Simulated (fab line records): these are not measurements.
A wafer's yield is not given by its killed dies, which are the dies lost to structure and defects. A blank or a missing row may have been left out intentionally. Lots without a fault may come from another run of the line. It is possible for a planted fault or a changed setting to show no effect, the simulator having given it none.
Which tool was responsible?    flow n5_finfet    33 wafers from 11 lots sampled at 4 of the route's 1938 steps

## WHAT EACH GAUGE READ, for each wafer
N5_BEOL_M8_THK_MEAS_01. Usual: M8_ILD_THK 154.7 nm, standard deviation 1.8.
lot   measured      on             M8_ILD_THK (nm)    flag
L294  day 11 00:02  film_metro-01  151.6 155.3 156.1  
L295  day 12 07:18  film_metro-01  152.6 154.3 156.1  
L296  day 12 10:41  film_metro-02  153.8 155.1 156.3  
L297  day 12 18:42  film_metro-01  153.9 155.0 154.6  
L300  day 13 10:42  film_metro-01  154.3 154.6 156.9  
L312  day 14 13:34  film_metro-02  153.5 155.4 156.3  
L308  day 15 04:56  film_metro-02  162.3 161.8 163.2  OFF
L309  day 15 10:02  film_metro-02  161.4 164.6 163.6  OFF
L313  day 15 17:52  film_metro-01  152.0 155.3 156.0  
L299  day 16 22:45  film_metro-02  153.8 153.2 155.4  
L314  day 17 20:35  film_metro-02  151.7 151.2 154.9  

## WHICH TOOL RAN EACH LOT (tool, then ch and the chambers of the sampled wafers, then the start)
lot   N5_BEOL_M7_DEP_56                N5_BEOL_M8_ILD_DEP_00            N5_BEOL_M8_CURE_74
L294  pecvd-01 ch 1,2, day 10 23:20    pecvd-01 ch 0,1,2, day 10 23:28  uv_cure-03 ch 2, day 10 23:41
L295  pecvd-01 ch 0,1,2, day 12 06:35  pecvd-01 ch 0,2, day 12 06:43    uv_cure-02 ch 1, day 12 06:52
L296  pecvd-04 ch 0,1,2, day 12 09:58  pecvd-02 ch 0,1,2, day 12 10:06  uv_cure-03 ch 1, day 12 10:10
L297  pecvd-01 ch 0,1,2, day 12 17:59  pecvd-02 ch 0,1,2, day 12 18:07  uv_cure-03 ch 1, day 12 18:10
L300  pecvd-03 ch 0,1,2, day 13 09:59  pecvd-02 ch 0,1, day 13 10:07    uv_cure-03 ch 0, day 13 10:11
L312  pecvd-04 ch 0,1,2, day 14 12:51  pecvd-04 ch 1,2, day 14 12:59    uv_cure-02 ch 0, day 14 13:08
L308  pecvd-04 ch 0,1,2, day 15 04:12  pecvd-01 ch 1,2, day 15 04:22    uv_cure-03 ch 0, day 15 04:35
L309  pecvd-03 ch 0,2, day 15 09:20    pecvd-01 ch 0,1, day 15 09:28    uv_cure-01 ch 2, day 15 09:37
L313  pecvd-01 ch 0,2, day 15 17:06    pecvd-02 ch 0,2, day 15 17:14    uv_cure-01 ch 0, day 15 17:31
L299  pecvd-01 ch 0,1,2, day 16 22:02  pecvd-04 ch 0,1, day 16 22:10    uv_cure-02 ch 1, day 16 22:14
L314  pecvd-04 ch 0,1,2, day 17 19:52  pecvd-02 ch 0,2, day 17 19:59    uv_cure-02 ch 1, day 17 20:05
- N5_BEOL_M7_DEP_56: deposits SiCN from 3MS/NH3, target thk 10 nm, time 17.5 s.
- N5_BEOL_M8_ILD_DEP_00: deposits SiCOH lowk from DEMS/porogen, target thk 179.75 nm, time 33.4 s.
- N5_BEOL_M8_CURE_74: cures SiCOH lowk, time 240 s.

## AS READ BY THE TOOLS THEMSELVES (means over the sampled wafers that have a number; for cases with no such wafer, the mark the record gives instead)
N5_BEOL_M7_DEP_56. Usual: showerhead_plenum_p_Torr 3.663 Torr, standard deviation 0.011; throttle_valve_pct 9.0 %, standard deviation 0.35.
lot   tool      showerhead_plenum_p_Torr (Torr)  throttle_valve_pct (%)  flag
L294  pecvd-01  3.645                            9.1                     
L295  pecvd-01  3.660                            8.8                     
L296  pecvd-04  3.660                            9.1                     
L297  pecvd-01  3.659                            8.9                     
L300  pecvd-03  3.667                            8.9                     
L312  pecvd-04  3.665                            9.2                     
L308  pecvd-04  3.660                            9.2                     
L309  pecvd-03  3.665                            8.7                     
L313  pecvd-01  3.658                            8.6                     
L299  pecvd-01  3.656                            8.7                     
L314  pecvd-04  3.660                            9.2                     

N5_BEOL_M8_ILD_DEP_00. Usual: heater_power_w 349 W, standard deviation 56; showerhead_plenum_p_Torr 5.730 Torr, standard deviation 0.012; susceptor_temp_C 299.99 C, standard deviation 0.18; throttle_valve_pct 13.8 %, standard deviation 0.41.
lot   tool      heater_power_w (W)  showerhead_plenum_p_Torr (Torr)  susceptor_temp_C (C)  throttle_valve_pct (%)  flag
L294  pecvd-01  345                 5.721                            300.06                13.5                    
L295  pecvd-01  301                 5.728                            299.93                13.1                    
L296  pecvd-02  345                 5.730                            300.01                13.9                    
L297  pecvd-02  362                 5.720                            300.26                14.0                    
L300  pecvd-02  325                 5.712                            299.92                13.9                    
L312  pecvd-04  368                 5.736                            300.03                14.2                    
L308  pecvd-01  312                 5.723                            292.67                13.8                    OFF
L309  pecvd-01  350                 5.727                            292.76                13.6                    OFF
L313  pecvd-02  332                 5.731                            300.03                14.1                    
L299  pecvd-04  329                 5.741                            299.97                14.1                    
L314  pecvd-02  369                 5.731                            300.18                14.0                    

N5_BEOL_M8_CURE_74. Usual: lamp_power_pct 52.31 %, standard deviation 0.058; wafer_temp_C_max 387.1, standard deviation 0.75.
lot   tool        lamp_power_pct (%)  wafer_temp_C_max  flag
L294  uv_cure-03  52.27               386.6             
L295  uv_cure-02  52.34               386.5             
L296  uv_cure-03  52.30               388.1             
L297  uv_cure-03  52.35               388.3             
L300  uv_cure-03  52.30               387.3             
L312  uv_cure-02  52.24               386.0             
L308  uv_cure-03  52.30               387.3             
L309  uv_cure-01  52.30               387.3             
L313  uv_cure-01  52.34               386.4             
L299  uv_cure-02  52.28               386.5             
L314  uv_cure-02  52.32               386.4             

## THE ANSWER, worked out from the rows above alone
Rule: lot off if the mean of its wafers having a number is beyond 3 standard deviations from the usual mean. Also off: a lot with no number at a reading for which 4 or more lots have one. Any other lot the step has rows for is counted as sound. Order of review: gauges by route order, followed by the tools' own readings, for which a lot's mean as printed above is used. The first step at which some lot is off is used, and at that step the reading that is off furthest; a lot without a number counts as furthest.
Off: L308, L309, at N5_BEOL_M8_THK_MEAS_01 (M8_ILD_THK).
If a tool, at a process step before that reading, ran all the lots that are off and no sound lot after the first of them, it fits. The gauges at N5_BEOL_M8_THK_MEAS_01 aren't tried: what is off there is off at N5_BEOL_M8_ILD_DEP_00 too, on other tools, and a gauge's error can't cause that. One fits: N5_BEOL_M8_ILD_DEP_00 on pecvd-01. Its last sound lot is L295 (day 12 06:43), its first lot that is off L308 (day 15 04:22): a fault that began between those two fits.
On the lots that are off, the tool's own readings at N5_BEOL_M8_ILD_DEP_00 differ by more than 5 times the standard deviation of the sound lots' means, which bears it out; susceptor_temp_C reads 292.72 C there versus 300.04 C on the sound lots.

## WHAT HAD BEEN PUT IN BY THE SIMULATOR
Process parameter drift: pecvd-01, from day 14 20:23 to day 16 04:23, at N5_BEOL_M8_ILD_DEP_00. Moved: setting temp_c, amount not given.
Shown lots that were struck: L308, L309. The rule above found the same.
